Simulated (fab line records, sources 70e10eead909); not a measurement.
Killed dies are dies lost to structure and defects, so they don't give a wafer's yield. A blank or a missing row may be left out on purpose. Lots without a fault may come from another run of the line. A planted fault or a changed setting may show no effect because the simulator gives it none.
Which tool did it? | flow nand_harc | 11 lots, 33 wafers sampled, at 7 steps of a route of 1159

WHAT THE GAUGES READ, wafer by wafer
NHARC_A_BLC_CD_MEAS_10: target cd 100 nm.
lot  | measured     | on        | cd_nm (nm)
L165 | day 17 21:08 | cd_sem-01 | 99.6 99.6 100.0
L168 | day 17 21:53 | cd_sem-03 | 100.9 100.6 100.6
L167 | day 17 23:04 | cd_sem-01 | 99.8 99.6 99.2
L170 | day 19 02:02 | cd_sem-03 | 99.6 98.8 99.2
L176 | day 20 03:14 | cd_sem-02 | 100.4 100.6 100.3
L177 | day 20 05:49 | cd_sem-02 | 99.6 100.1 100.3
L175 | day 20 18:59 | cd_sem-01 | 100.4 100.4 100.8
L179 | day 20 19:43 | cd_sem-01 | 100.3 99.5 100.2
L184 | day 21 20:03 | cd_sem-01 | 99.6 99.6 98.8
L185 | day 22 20:05 | cd_sem-02 | 100.0 99.6 100.3
L186 | day 22 21:37 | cd_sem-03 | 100.3 100.1 100.0

NHARC_A_M0_CD_MEAS_09: target cd 80 nm.
lot  | measured     | on        | cd_nm (nm)
L165 | day 18 04:02 | cd_sem-02 | 80.5 80.5 80.0
L168 | day 18 04:29 | cd_sem-03 | 80.7 80.6 80.8
L167 | day 18 08:43 | cd_sem-03 | 80.6 80.0 79.6
L170 | day 19 06:22 | cd_sem-01 | 81.2 79.7 80.2
L176 | day 20 07:21 | cd_sem-03 | 80.7 80.2 79.3
L177 | day 20 09:55 | cd_sem-01 | 77.3 76.1 75.8
L175 | day 21 07:48 | cd_sem-03 | 81.5 79.9 80.1
L179 | day 21 08:17 | cd_sem-02 | 76.4 76.2 76.7
L184 | day 22 04:54 | cd_sem-03 | 79.4 79.7 79.7
L185 | day 23 01:07 | cd_sem-02 | 80.5 80.2 80.7
L186 | day 23 02:16 | cd_sem-01 | 80.1 79.5 79.8

NHARC_A_M0_CD_MEAS_16.
lot  | measured     | on        | cd_nm (nm)
L165 | day 18 04:32 | cd_sem-01 | 79.7 80.0 80.4
L168 | day 18 04:59 | cd_sem-02 | 79.9 80.8 80.8
L167 | day 18 09:13 | cd_sem-02 | 79.7 80.1 78.8
L170 | day 19 06:51 | cd_sem-01 | 81.3 79.1 80.7
L176 | day 20 07:50 | cd_sem-03 | 79.9 79.8 78.4
L177 | day 20 10:24 | cd_sem-03 | 77.6 76.5 76.1
L175 | day 21 08:17 | cd_sem-03 | 80.7 79.8 79.8
L179 | day 21 08:47 | cd_sem-03 | 76.5 76.3 77.3
L184 | day 22 05:26 | cd_sem-02 | 80.1 79.5 80.0
L185 | day 23 01:36 | cd_sem-02 | 79.9 80.0 80.5
L186 | day 23 02:45 | cd_sem-03 | 80.4 79.4 78.7

NHARC_END_SORT_01.
lot  | measured     | on        | defect_limited_yield (%) | killed_at_array | killed_at_other | killed_at_periphery | killed_dies | killed_open | killed_short | sort_bin_2_pct (%) | sort_bin_3_pct (%) | sort_bin_4_pct (%) | sort_n_pass | sort_rim_yield_pct (%) | sort_yield_pct (%)
L176 | day 22 04:27 | prober-01 | 95.9 96.0 96.2           | 20 24 20        | 3 2 3           | 5 1 3               | 28 27 26    | 4 5 1       | 3 1 4        | 1.2 1.3 0.9        | 0.30 0.30 0        | 2.7 2.4 3.0        | 649 650 651 | 100.0 99.1 92.5        | 95.9 96.0 96.2
L175 | day 23 01:47 | prober-01 | 92.9 95.3 94.7           | 43 30 29        | 4 0 2           | 1 2 5               | 48 32 36    | 1 2 2       | 1 0 1        | 3.2 1.3 1.2        | 0.59 0.30 0.15     | 3.2 3.1 4.0        | 629 645 641 | 98.1 93.4 94.3         | 92.9 95.3 94.7
L179 | day 23 10:26 | prober-02 | 96.6                     | 20              | 1               | 2                   | 23          | 2           | 4            | 0.6                | 0.15               | 2.7                | 654         | 98.1                   | 96.6
L185 | day 24 17:18 | prober-01 | 92.6 90.1 92.0           | 42 60 50        | 0 0 0           | 8 7 4               | 50 67 54    | 2 0 2       | 1 2 3        | 3.1 2.7 2.5        | 0.74 0.44 0.44     | 3.5 6.8 5.0        | 627 610 623 | 88.7 92.5 98.1         | 92.6 90.1 92.0
L186 | day 24 18:07 | prober-02 | 95.3 95.0 95.6           | 32 32 24        | 0 1 0           | 0 1 6               | 32 34 30    | 9 3 5       | 2 4 3        | 1.5 1.9 1.3        | 0.15 0.15 0.30     | 3.1 3.0 2.8        | 645 643 647 | 96.2 95.3 97.2         | 95.3 95.0 95.6

WHICH TOOL RAN EACH LOT (tool, then ch and the chambers of the sampled wafers, then the start)
lot  | NHARC_A_M0_EXPOSE_06               | NHARC_A_M0_STRIP_18                | NHARC_A_M0_PRE_CLEAN_29
L165 | arfi_scanner-02 ch 0, day 18 03:54 | rie_diel-04 ch 0,1,3, day 18 04:40 | pvd_sputter-01, no start
L168 | arfi_scanner-01 ch 0, day 18 04:22 | rie_diel-04 ch 0,1, day 18 05:03   | pvd_sputter-03, no start
L167 | arfi_scanner-01 ch 0, day 18 08:35 | rie_diel-04 ch 2,3, day 18 09:19   | pvd_sputter-01, no start
L170 | arfi_scanner-02 ch 0, day 19 06:13 | rie_diel-04 ch 0,1,2, day 19 06:56 | pvd_sputter-01, no start
L176 | arfi_scanner-02 ch 0, day 20 07:13 | rie_diel-07 ch 1,2,3, day 20 07:57 | pvd_sputter-02, day 22 04:27 or earlier
L177 | arfi_scanner-02 ch 0, day 20 09:47 | rie_diel-07 ch 0,1,3, day 20 10:32 | pvd_sputter-01, no start
L175 | arfi_scanner-01 ch 0, day 21 07:40 | rie_diel-07 ch 0,1, day 21 08:23   | pvd_sputter-02, day 23 01:47 or earlier
L179 | arfi_scanner-02 ch 0, day 21 08:09 | rie_diel-04 ch 0,2,3, day 21 08:52 | pvd_sputter-03, day 23 10:26 or earlier
L184 | arfi_scanner-03 ch 0, day 22 04:44 | rie_diel-04 ch 1,2,3, day 22 05:32 | pvd_sputter-03, no start
L185 | arfi_scanner-01 ch 0, day 23 00:59 | rie_diel-02 ch 1,2,3, day 23 01:41 | pvd_sputter-01, day 24 17:18 or earlier
L186 | arfi_scanner-01 ch 0, day 23 02:08 | rie_diel-02 ch 1,3, day 23 02:49   | pvd_sputter-03, day 24 18:07 or earlier
- NHARC_A_M0_EXPOSE_06: exposes mask A M0, target cd 80 nm.
- NHARC_A_M0_STRIP_18: strips in N2/H2.
- NHARC_A_M0_PRE_CLEAN_29: time 30 s.

WHAT THE TOOLS THEMSELVES READ (means of the sampled wafers that have a number; where no wafer has one, the mark that the record gives instead)
NHARC_A_M0_EXPOSE_06.
lot  | tool            | exposure_dose_mJ_cm2
L165 | arfi_scanner-02 | 83.15
L168 | arfi_scanner-01 | 83.21
L167 | arfi_scanner-01 | 83.22
L170 | arfi_scanner-02 | 83.33
L176 | arfi_scanner-02 | 83.30
L177 | arfi_scanner-02 | 79.04
L175 | arfi_scanner-01 | 83.31
L179 | arfi_scanner-02 | 79.92
L184 | arfi_scanner-03 | 83.38
L185 | arfi_scanner-01 | 83.24
L186 | arfi_scanner-01 | 83.33

NHARC_A_M0_STRIP_18.
lot  | tool        | drypump_motor_current_A (A) | oes_product_au (a.u.) | rf_vpp_V (V) | showerhead_plenum_p_Torr (Torr) | throttle_valve_pct (%)
L165 | rie_diel-04 | 5.3                         | 1.006                 | 91.0         | 2.08                            | 14.180
L168 | rie_diel-04 | 5.4                         | 0.999                 | 90.7         | 2.12                            | 14.177
L167 | rie_diel-04 | 6.1                         | 0.991                 | 90.8         | 2.10                            | 14.169
L170 | rie_diel-04 | 5.7                         | 1.003                 | 91.0         | 2.10                            | 14.173
L176 | rie_diel-07 | 5.4                         | 1.001                 | 90.4         | 2.03                            | 14.172
L177 | rie_diel-07 | 5.7                         | 0.995                 | 90.6         | 2.00                            | 14.170
L175 | rie_diel-07 | 5.6                         | 0.996                 | 90.6         | 2.00                            | 14.169
L179 | rie_diel-04 | 5.7                         | 0.996                 | 89.9         | 2.12                            | 14.172
L184 | rie_diel-04 | 5.7                         | 0.999                 | 91.0         | 2.06                            | 14.177
L185 | rie_diel-02 | 5.8                         | 1.002                 | 91.7         | 2.12                            | 14.161
L186 | rie_diel-02 | 5.8                         | 0.991                 | 91.4         | 2.13                            | 14.166

NHARC_A_M0_PRE_CLEAN_29.
lot  | tool           | heater_power_w (W)
L165 | pvd_sputter-01 | 407
L168 | pvd_sputter-03 | 459
L167 | pvd_sputter-01 | 381
L170 | pvd_sputter-01 | 370
L176 | pvd_sputter-02 | 454
L177 | pvd_sputter-01 | 354
L175 | pvd_sputter-02 | 449
L179 | pvd_sputter-03 | 445
L184 | pvd_sputter-03 | 418
L185 | pvd_sputter-01 | 395
L186 | pvd_sputter-03 | 466

THE ANSWER, worked out from the rows above alone
Rule: what is usual is taken from the lots themselves. Put in order of their means at a reading, lots are off if they are a third of the lots or fewer, leave a main group of 4 or more, and stand apart from it by a gap of 3 or more times the standard deviation of the main group's means; of several such gaps the widest counts. A main group whose means are all the same, to the digits that the tables above print for the reading, isn't used. A lot without any number at a reading at which 4 lots or more have one is off too. The other lots that the step has rows for count as sound. The gauges are gone through in route order, then the tools' own readings, and for those a lot's mean is taken as printed above. The first step at which some lot is off is used, and at that step the reading that is off furthest; a lot without a number counts as furthest.
Off: L177, L179, at NHARC_A_M0_CD_MEAS_09 (cd_nm). The main group: mean 80.2 nm, standard deviation 0.34.
A tool fits if, at a process step before that reading, it ran every lot that is off, and no sound lot after the first of them. The gauges at NHARC_A_M0_CD_MEAS_09 aren't tried: what is off there is off at NHARC_A_M0_CD_MEAS_16 too, on other tools, and a gauge's error can't cause that. One fits: arfi_scanner-02 at NHARC_A_M0_EXPOSE_06. Its last sound lot is L176 (day 20 07:13), its first lot that is off L177 (day 20 09:47): a fault that began between those two fits.
The tool's own readings at NHARC_A_M0_EXPOSE_06 bear it out: on the lots that are off they differ by more than 5 times the standard deviation of the sound lots' means. exposure_dose_mJ_cm2 reads 79.48 there against 83.27 on the sound lots.

WHAT THE SIMULATOR HAD PUT IN
Process parameter drift: arfi_scanner-02, from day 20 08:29 on, at NHARC_A_M0_EXPOSE_06. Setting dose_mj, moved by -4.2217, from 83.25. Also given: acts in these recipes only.
Lots struck among those shown: L177, L179. The rule above found the same.
